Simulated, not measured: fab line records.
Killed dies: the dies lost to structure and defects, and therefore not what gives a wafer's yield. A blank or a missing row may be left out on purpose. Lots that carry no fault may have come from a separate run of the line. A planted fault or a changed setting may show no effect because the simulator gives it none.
Chamber matching ; flow nand-harc ; NHARC_A_CONTACT_ETCH_92 on rie-diel-02: 4 sister chambers
The step etches the open film in CH3F/O2, target depth 40 nm, time 85.7 s. 4 wafers are shown with their chamber, then 7 later ones without.

WAFERS WITH THEIR CHAMBER
wafer;chamber;showerhead-plenum-p-Torr (Torr)
L798.2;0;2.53
L798.5;1;2.44
L800.2;3;2.57
L800.5;2;2.34

WAFERS WHOSE CHAMBER IS MISSING
wafer;showerhead-plenum-p-Torr (Torr)
L801.1;2.34
L801.3;2.56
L801.4;2.34
L809.1;2.44
L809.6;2.34
L808.1;2.52
L808.6;2.56

CHAMBER TAKEN BY EACH
wafer;from the rows above;in truth
L801.1;2;2
L801.3;3;3
L801.4;2;2
L809.1;1;1
L809.6;2;2
L808.1;0;0
L808.6;3;3
Correct placement for 7 of the 7. From these rows, 0 cannot be placed. Wrongly placed: 0.
How it was worked out, from the rows above alone: a wafer's distance from a chamber is the root of the sum, over the readings, of the square of ((its reading less the chamber's mean) divided by the reading's scatter). The wafer belongs to the nearest chamber; if the next one is less than 2 further off, it can't be placed. Each chamber's mean is taken over the wafers shown for it. The scatter: with one shown wafer a chamber, the root of the mean of the squares of how far each hidden wafer lies from its nearest shown one.
